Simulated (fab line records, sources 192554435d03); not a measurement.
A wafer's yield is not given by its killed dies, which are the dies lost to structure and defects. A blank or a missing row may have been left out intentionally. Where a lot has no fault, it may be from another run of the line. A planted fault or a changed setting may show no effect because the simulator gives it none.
Matching of chambers + flow n5 finfet + N5_FIN_SAQP_MANDREL2_REMOVE_60 on rie si-05 has 4 sister chambers
The step chemistry HBr/Cl2/O2, target a-Si, stops on SiNx, bt time 10 s. 4 wafers are shown with their chamber, then 7 later ones without.

WAFERS PAIRED WITH THEIR CHAMBERS
| wafer  | chamber | drypump motor current A (A) |
|--------|---------|-----------------------------|
| L085.2 | 0       | 5.55                        |
| L085.6 | 3       | 5.43                        |
| L087.1 | 1       | 4.83                        |
| L087.2 | 2       | 5.74                        |

WAFERS WITH NO CHAMBER GIVEN
| wafer  | drypump motor current A (A) |
|--------|-----------------------------|
| L087.5 | 5.59                        |
| L088.3 | 5.75                        |
| L088.4 | 5.45                        |
| L088.6 | 5.45                        |
| L091.1 | 4.80                        |
| L091.4 | 5.43                        |
| L091.5 | 5.57                        |

CHAMBER TAKEN BY EACH
| wafer  | from the rows above | in truth |
|--------|---------------------|----------|
| L087.5 | 0                   | 0        |
| L088.3 | 2                   | 2        |
| L088.4 | 3                   | 3        |
| L088.6 | 3                   | 3        |
| L091.1 | 1                   | 1        |
| L091.4 | 3                   | 3        |
| L091.5 | 0                   | 0        |
7 of 7 placed correctly. Number that these rows cannot place: 0. Placed wrongly: 0.
How it was worked out, from the rows above alone: a wafer's distance from a chamber is the root of the sum, over the readings, of the square of ((its reading less the chamber's mean) divided by the reading's scatter). If the next closest chamber is less than 2 further off than the closest, the wafer can't be placed; otherwise it belongs to the closest. A chamber's mean is the mean of its shown wafers. The scatter (one wafer shown for each chamber): square how far every hidden wafer sits from the nearest shown wafer, average those squares and take the square root.
